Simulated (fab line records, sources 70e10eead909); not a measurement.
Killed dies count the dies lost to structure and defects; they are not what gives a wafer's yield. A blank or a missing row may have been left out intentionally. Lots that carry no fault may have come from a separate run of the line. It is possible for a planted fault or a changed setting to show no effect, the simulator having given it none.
Which of the tools did it? ; flow nand-harc ; Sampling: 24 lots, 72 wafers, 3 of 1302 route steps

== WHAT THE GAUGES READ, wafer by wafer ==
NHARC_A_SGD_CUT_OVL_MEAS_10. Usual: overlay-x-nm -0.1 nm, standard deviation 0.63; overlay-y-nm -0.3 nm, standard deviation 0.86.
lot;measured;on;overlay-x-nm (nm);overlay-y-nm (nm);flag
L075;day 19 16:16;overlay-01;0.0 0.0 -0.3;1.1 1.1 1.3;
L074;day 19 22:05;overlay-01;-0.8 -1.6 -0.9;-0.5 0.4 0.2;
L076;day 20 01:35;overlay-01;-0.3 -0.1 -0.8;-0.9 -1.5 -1.3;
L077;day 20 11:13;overlay-02;0.8 0.9 0.6;-0.6 -0.4 -0.1;
L079;day 20 11:23;overlay-02;0.1 0.1 -0.4;-2.2 -2.4 -1.8;
L078;day 20 21:38;overlay-02;0.7 0.1 0.4;0.0 0.8 0.3;
L080;day 21 16:43;overlay-01;0.7 0.3 0.5;-0.5 0.3 -0.3;
L081;day 21 16:33;overlay-02;-1.1 -0.6 -0.6;-1.5 -2.1 -1.5;
L082;day 22 12:59;overlay-01;-1.0 -0.8 -1.0;-0.8 -0.8 -0.8;
L084;day 23 06:31;overlay-02;-0.3 0.1 0.3;0.7 0.1 0.9;
L083;day 23 06:22;overlay-01;-1.0 -0.7 -0.4;0.6 0.8 0.7;
L085;day 23 17:19;overlay-02;1.0 1.4 1.0;-1.0 -1.4 -1.1;
L086;day 24 07:49;overlay-02;0.7 1.2 0.9;-0.2 -0.3 0.6;
L087;day 24 08:32;overlay-02;-0.9 -0.8 -0.8;-0.6 -0.7 -0.5;
L088;day 24 22:49;overlay-02;0.5 -0.4 0.0;-0.3 -0.6 -1.1;
L089;day 25 09:12;overlay-02;0.3 0.4 0.1;-0.2 -0.6 -1.0;
L090;day 25 22:22;overlay-01;-1.0 -0.1 0.5;-0.3 -0.4 -0.1;
L092;day 26 13:17;overlay-02;-0.9 -1.1 -0.8;1.0 0.7 1.1;
L091;day 26 12:41;overlay-02;-0.3 0.1 0.0;-0.4 -0.2 -0.4;
L093;day 27 09:33;overlay-01;-0.3 0.1 0.9;-1.5 -1.2 -1.2;
L095;day 27 12:36;overlay-02;-0.4 -0.3 -0.4;-0.7 -1.1 -0.4;
L094;day 27 13:11;overlay-01;-0.3 -0.2 -0.6;0.3 0.5 -0.2;
L096;day 27 12:25;overlay-01;-1.1 -1.0 -0.6;-0.2 -0.7 -0.3;
L097;day 28 06:29;overlay-01;-0.3 0.0 -0.2;0.3 0.7 0.2;

== WHAT TOOL EACH LOT RAN ON (gives the tool, then ch and the chambers of the sampled wafers, and finally the start) ==
lot;NHARC_A_STAIRCASE_ETCH_444;NHARC_A_STAIRCASE_STRIP_475
L075;rie-diel-06 ch 1,2,3, day 19 09:17;rie-diel-11 ch 0,2, day 19 14:40
L074;rie-diel-06 ch 0,2,3, day 19 14:14;rie-diel-06 ch 0,1,2, day 19 22:05 or earlier
L076;rie-diel-01 ch 1,2,3, day 19 17:23;rie-diel-11 ch 1,2, day 20 01:35 or earlier
L077;rie-diel-06 ch 1,2,3, day 20 03:18;rie-diel-11 ch 0,1,2, day 20 11:13 or earlier
L079;rie-diel-11 ch 0,2,3, day 20 04:25;rie-diel-01 ch 0,1,3, day 20 09:47
L078;rie-diel-11 ch 0,1, day 20 14:15;rie-diel-01 ch 1,2,3, day 20 21:38 or earlier
L080;rie-diel-11 ch 1,3, day 21 08:47;rie-diel-11 ch 1,2,3, day 21 16:43 or earlier
L081;rie-diel-01 ch 0,2,3, day 21 09:35;rie-diel-01 ch 0,1,3, day 21 16:33 or earlier
L082;rie-diel-01 ch 0,1,2, day 22 05:45;rie-diel-11 ch 1,2,3, day 22 12:59 or earlier
L084;rie-diel-06 ch 0,1,3, day 22 22:30;rie-diel-11 ch 0,1,2, day 23 06:31 or earlier
L083;rie-diel-11 ch 0,1,2, day 22 22:57;rie-diel-01 ch 0,1,2, day 23 06:22 or earlier
L085;rie-diel-06 ch 0,1,3, day 23 09:39;rie-diel-01 ch 0,1,2, day 23 17:19 or earlier
L086;rie-diel-01 ch 0,3, day 23 23:56;rie-diel-01 ch 0,3, day 24 07:49 or earlier
L087;rie-diel-06 ch 1,2, day 24 01:01;rie-diel-01 ch 1,2,3, day 24 08:32 or earlier
L088;rie-diel-06 ch 0,3, day 24 15:35;rie-diel-06 ch 0,1,3, day 24 22:49 or earlier
L089;rie-diel-01 ch 0,2,3, day 25 02:42;rie-diel-01 ch 0,2,3, day 25 09:12 or earlier
L090;rie-diel-06 ch 0,2, day 25 14:12;rie-diel-06 ch 0,1,2, day 25 20:19
L092;rie-diel-11 ch 0,1,3, day 26 05:29;rie-diel-06 ch 1,3, day 26 13:17 or earlier
L091;rie-diel-06 ch 1,2,3, day 26 05:42;rie-diel-06 ch 0,1,2, day 26 12:41 or earlier
L093;rie-diel-06 ch 1,3, day 27 00:41;rie-diel-01 ch 0,2,3, day 27 09:33 or earlier
L095;rie-diel-11 ch 0,3, day 27 04:34;rie-diel-06 ch 0,2, day 27 12:36 or earlier
L094;rie-diel-06 ch 0,1,2, day 27 05:07;rie-diel-06 ch 0,1,3, day 27 13:11 or earlier
L096;rie-diel-01 ch 1,2,3, day 27 06:01;rie-diel-11 ch 0,1,2, day 27 12:25 or earlier
L097;rie-diel-06 ch 1,2,3, day 27 22:37;rie-diel-11 ch 0,1,3, day 28 06:29 or earlier
- NHARC_A_STAIRCASE_ETCH_444: etches the open film in C4F8/O2, target depth 20400 nm, time 6800 s.
- NHARC_A_STAIRCASE_STRIP_475: strips in O2, time 20 s.

== WHAT THE TOOLS THEMSELVES READ (means of the sampled wafers that have a number; where no wafer has one, the mark that the record gives instead) ==
NHARC_A_STAIRCASE_ETCH_444. Usual: oes-product-au 0.939 a.u., standard deviation 0.02; rf-fwd-power-W 599.9 W, standard deviation 1.7; rf-vpp-V 807 V, standard deviation 6.1.
lot;tool;oes-product-au (a.u.);rf-fwd-power-W (W);rf-vpp-V (V);flag
L075;rie-diel-06;0.929;598.9;800;
L074;rie-diel-06;0.928;598.7;801;
L076;rie-diel-01;0.923;599.5;811;
L077;rie-diel-06;0.939;599.4;800;
L079;rie-diel-11;0.980;599.1;805;
L078;rie-diel-11;0.950;601.8;808;
L080;rie-diel-11;0.943;598.0;808;
L081;rie-diel-01;0.933;599.6;810;
L082;rie-diel-01;0.938;598.4;813;
L084;rie-diel-06;0.955;598.4;811;
L083;rie-diel-11;0.917;599.4;808;
L085;rie-diel-06;0.965;600.5;811;
L086;rie-diel-01;0.930;598.7;809;
L087;rie-diel-06;0.947;600.5;812;
L088;rie-diel-06;0.934;602.4;810;
L089;rie-diel-01;0.967;600.0;809;
L090;rie-diel-06;0.938;600.6;802;
L092;rie-diel-11;0.928;602.1;807;
L091;rie-diel-06;0.936;599.7;811;
L093;rie-diel-06;0.938;600.2;816;
L095;rie-diel-11;0.963;599.7;803;
L094;rie-diel-06;0.919;601.1;806;
L096;rie-diel-01;0.933;600.2;811;
L097;rie-diel-06;0.933;600.4;811;

NHARC_A_STAIRCASE_STRIP_475. Usual: drypump-motor-current-A 5.6 A, standard deviation 0.53; oes-product-au 1.002 a.u., standard deviation 0.016; rf-vpp-V 57.8 V, standard deviation 0.91; showerhead-plenum-p-Torr 3.58 Torr, standard deviation 0.17; throttle-valve-pct 17.037 %, standard deviation 0.009.
lot;tool;drypump-motor-current-A (A);oes-product-au (a.u.);rf-vpp-V (V);showerhead-plenum-p-Torr (Torr);throttle-valve-pct (%);flag
L075;rie-diel-11;5.1;1.013;58.0;3.48;17.044;
L074;rie-diel-06;5.8;1.008;57.6;3.35;17.037;
L076;rie-diel-11;5.6;0.985;58.2;3.61;17.042;
L077;rie-diel-11;5.2;0.991;57.2;3.59;17.035;
L079;rie-diel-01;5.6;1.011;58.1;3.64;17.042;
L078;rie-diel-01;5.9;0.995;57.9;3.67;17.049;
L080;rie-diel-11;5.4;0.992;58.4;3.58;17.046;
L081;rie-diel-01;5.6;0.995;57.5;3.64;17.037;
L082;rie-diel-11;5.4;0.986;57.5;3.58;17.025;
L084;rie-diel-11;5.2;1.004;57.7;3.58;17.035;
L083;rie-diel-01;5.9;1.004;59.0;3.71;17.038;
L085;rie-diel-01;5.9;0.994;58.6;3.71;17.044;
L086;rie-diel-01;5.8;1.009;57.7;3.57;17.034;
L087;rie-diel-01;5.9;0.999;58.1;3.65;17.037;
L088;rie-diel-06;5.8;0.995;57.3;3.62;17.033;
L089;rie-diel-01;6.1;1.008;57.5;3.60;17.040;
L090;rie-diel-06;5.8;0.997;57.3;3.51;17.025;
L092;rie-diel-06;5.8;1.027;57.9;3.79;17.042;
L091;rie-diel-06;5.8;1.002;57.3;3.50;17.032;
L093;rie-diel-01;6.1;0.997;57.5;3.59;17.025;
L095;rie-diel-06;5.6;1.015;57.2;3.38;17.045;
L094;rie-diel-06;5.8;0.992;57.4;3.61;17.039;
L096;rie-diel-11;5.2;1.012;57.9;3.56;17.037;
L097;rie-diel-11;5.0;1.007;57.7;3.54;17.037;

== THE ANSWER, worked out from the rows above alone ==
Rule: a lot counts as off when the mean over its wafers that have a number is more than 3 standard deviations away from the usual mean. Also off: a lot with no number at a reading for which 4 or more lots have one. Where the step has rows for the other lots, those lots are counted as sound. First the gauges in route order, then the tools' own readings, where a lot's mean is used as printed above. At the first step where some lot is off, the reading lying furthest off is the one used; lots without a number count as furthest.
No lot is off at any reading shown: from this, nothing can be told.

== WHAT THE SIMULATOR HAD PUT IN ==
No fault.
